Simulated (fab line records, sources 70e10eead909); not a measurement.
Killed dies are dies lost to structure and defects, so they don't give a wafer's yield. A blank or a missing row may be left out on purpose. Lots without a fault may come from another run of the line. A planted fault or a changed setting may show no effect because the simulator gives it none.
A struck lot beside a sound one | flow nand_harc | 15 steps out of a route of 1159
Sound: wafers L278.1, L278.3, L278.5. Struck: wafer L272.3. (L272.1, L272.2 of the same lot were not struck and are left out.) The cause comes at the end.
At each step with rows: each side's tool, then ch and its chambers, then its first start. Under that, the readings that differ: sound wafers | struck wafers | difference of the means | sigmas: that difference in standard deviations of wafers without a fault.
alike: readings whose means differ by less than 2 such deviations, and words and numbers that are the same on both sides. not compared: withheld readings, readings that some wafer has no value for, bounds like >300 that may hide the same value, and numbers for which the record gives no deviation and whose values overlap.
The two part at a step that has a row with sigmas, a row that says differs or no value, or rows on one side only. Numbers that don't overlap but have no deviation are shown without sigmas and don't part them. A reading that every wafer of one side lacks parts them only if that side has two wafers or more.

first, 1 step without rows for these wafers: NHARC_P_CONTACT_DESCUM_17 (chemistry O2, time 3 s).
NHARC_P_CONTACT_ETCH_35: etches the open film in CF4, target depth 39 nm, time 65 s.
  sound on rie_diel-06 ch 0,1,3, day 8 17:08; struck on rie_diel-06 ch 2, day 7 11:55
  alike: drypump_motor_current_A, oes_product_au, rf_vpp_V, showerhead_plenum_p_Torr, throttle_valve_pct
  not compared: rf_hours_counter_h
then, 3 steps without rows for these wafers: NHARC_P_CONTACT_ETCH_36 (etches the open film in N2/H2, target depth 260 nm, time 406.25 s); NHARC_P_CONTACT_ETCH_18 (etches the open film in C4F8/O2/Ar, target depth 481 nm, time 240.5 s); NHARC_P_CONTACT_STRIP_37 (strips in C4F8/O2/Ar).
NHARC_P_CONTACT_ETCH_31: etches the open film in CH3F/O2, target depth 30 nm, time 85.7 s.
  sound on rie_diel-06 ch 2,3; struck on rie_diel-06 ch 3
  alike: drypump_motor_current_A, o2_flow_sccm, oes_product_au, rf_vpp_V, showerhead_plenum_p_Torr, throttle_valve_pct
  not compared: rf_hours_counter_h
NHARC_P_CONTACT_CD_MEAS_19:
  sound on cd_sem-01, day 8 17:55; struck on cd_sem-01, day 7 12:49
  alike: cd_nm
NHARC_P_CONTACT_STRIP_28: strips in O2.
  sound on rie_diel-06 ch 0,1,3, day 8 18:00; struck on rie_diel-05 ch 0, day 7 12:55
  reading                         | sound          | struck | difference | sigmas
  showerhead_plenum_p_Torr (Torr) | 3.67 3.66 3.57 | 3.30   | -0.33      | -2
  alike: drypump_motor_current_A, o2_flow_sccm, oes_product_au, rf_vpp_V, throttle_valve_pct
  not compared: rf_hours_counter_h
then, 1 step without rows for these wafers: NHARC_P_CONTACT_STRIP_29 (strips in post etch residue remover, time 1200 s).
NHARC_P_CONTACT_DEGAS_38: time 60 s.
  sound on pvd_sputter-02, day 8 18:38; struck on pvd_sputter-03, day 7 13:33
  reading            | sound       | struck | difference | sigmas
  heater_power_w (W) | 430 642 638 | 448    | -122       | -2
then, 2 steps without rows for these wafers: NHARC_P_CONTACT_PRE_CLEAN_39 (time 19.5 s); NHARC_P_CONTACT_PVD_32 (deposits Ti, target thk 5 nm, time 17.7 s).
NHARC_P_CONTACT_ALD_22: deposits TiN, target thk 3 nm, pulse time 1 s, ald cycles 150.
  sound on ald_metal-03 ch 0,2,3, day 8 18:52; struck on ald_metal-04 ch 3, day 7 13:47
  reading    | sound       | struck | difference | sigmas
  ald_cycles | 150 150 150 | 72     | -78        |
  alike: heater_power_w, precursor_pulse_height_rel
NHARC_P_CONTACT_CVD_23: deposits W, target thk 200 nm, time 557 s.
  sound on cvd_w-01 ch 0,1; struck on cvd_w-02 ch 1
  alike: heater_power_w, throttle_valve_pct
-- the record jumps here: 14 days lie between the struck wafers' starts before and after (it left off in module P_CONTACT and takes up again in module END, whose first step shown is number 1159 of the route) --
NHARC_END_SORT_01:
  the record has rows for the struck wafers here (prober-01 ch 0, day 21 11:41) and none for the sound ones

WHERE THEY PART
First at NHARC_P_CONTACT_STRIP_28; last, within this record, at NHARC_END_SORT_01.

WHY: what the simulator had put in
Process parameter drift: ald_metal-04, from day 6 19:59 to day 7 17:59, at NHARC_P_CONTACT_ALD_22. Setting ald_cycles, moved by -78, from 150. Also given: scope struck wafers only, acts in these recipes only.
